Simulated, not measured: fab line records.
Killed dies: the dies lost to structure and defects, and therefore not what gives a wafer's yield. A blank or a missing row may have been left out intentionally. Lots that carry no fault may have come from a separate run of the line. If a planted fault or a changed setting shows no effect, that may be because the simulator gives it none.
Split-lot experiment -- flow n5Finfet -- route with 1938 steps; 7 lots, 21 wafers read

## THE SPLIT ITSELF
At N5_BEOL_M9_DESCUM_16 (chemistry O2, time 7.9 s), the setting timeS was moved away from the recipe's 7.9 s on 8 of the 21 wafers read, by -14.5% to +8.0%. The other wafers ran this setting at the recipe's value.

The split's own step is where the reading is taken.

## THE READING
CAR-ArF_of_BEOL_M9_COAT_05.thkNm (the simulator's own value, which no gauge read), in nm, at N5_BEOL_M9_DESCUM_16 (chemistry O2, time 7.9 s). The file does not state a usual value for it. Average 83.5 nm, standard deviation 0.29 nm, over the 13 wafers here run with the recipe.

wafer,"tool, chamber at the split","timeS as run, s",against the recipe,"CAR-ArF_of_BEOL_M9_COAT_05.thkNm, nm",against lot-mates on the recipe
L077.1,"rieDiel-03, 2",7.9,recipe,83.6,-
L077.2,"rieDiel-03, 0,3",6.756,-14.5%,84.4,+0.8
L077.3,"rieDiel-03, 0,3",6.756,-14.5%,84.4,+0.8
L079.3,"rieDiel-03, 0",7.279,-7.9%,83.8,no lot-mate on the recipe
L079.4,"rieDiel-03, 1,2",7.279,-7.9%,84,no lot-mate on the recipe
L079.6,"rieDiel-03, 1,2",7.279,-7.9%,84,no lot-mate on the recipe
L082.2,"rieDiel-06, 1",7.9,recipe,83.6,-
L082.3,"rieDiel-06, 0",7.9,recipe,83.8,-
L082.4,"rieDiel-06, 3",7.9,recipe,83.4,-
L084.1,"rieDiel-03, 1",8.535,+8.0%,83.2,-0.5
L084.4,"rieDiel-03, 2",7.9,recipe,83.6,-
L084.5,"rieDiel-03, 2",7.9,recipe,83.8,-
L085.1,"rieDiel-05, 2",6.852,-13.3%,83.8,+0.9
L085.4,"rieDiel-05, 0",7.9,recipe,83,-
L085.5,"rieDiel-05, 1",7.9,recipe,82.8,-
L087.2,"rieDiel-06, 0",7.9,recipe,83.8,-
L087.3,"rieDiel-06, 3,2",7.9,recipe,83.6,-
L087.4,"rieDiel-06, 3,2",7.9,recipe,83.6,-
L097.3,"rieDiel-06, 2",7.9,recipe,83.6,-
L097.5,"rieDiel-06, 2",7.06,-10.6%,84,+0.5
L097.6,"rieDiel-06, 3",7.9,recipe,83.4,-
Rows listing several chambers each stand for several wafers; the file does not say which wafer went through which chamber.

FIT RESULTS
A straight line over all 21 wafers: CAR-ArF_of_BEOL_M9_COAT_05.thkNm changes by -0.0489 nm for each +1% of timeS; r = -0.76; the points scatter about the line by 0.26 nm.
The same after taking each lot's own level away (the mean of its wafers on the recipe; 18 wafers): -0.0578 nm for each +1%; r = -0.96; scatter 0.11 nm.
The reading moves by 0.84 nm for the largest change in timeS, on that fit.
Measured against the standard deviation above, the lots' own levels, which go from 82.90 to 83.70 nm, span 2.8 times it.
So the lot-to-lot level blurs the effect unless lot-mates are compared.
Check: with one of the wafers moved furthest among these (-14.5%) left out of the fit, the line predicts +0.844 nm for it against its lot-mates. Against them it came out at +0.8 nm.

## THE FILE'S OWN FIT
CAR-ArF_of_BEOL_M9_COAT_05.thkNm changes by -0.0583 nm for each +1% of timeS, r = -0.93.
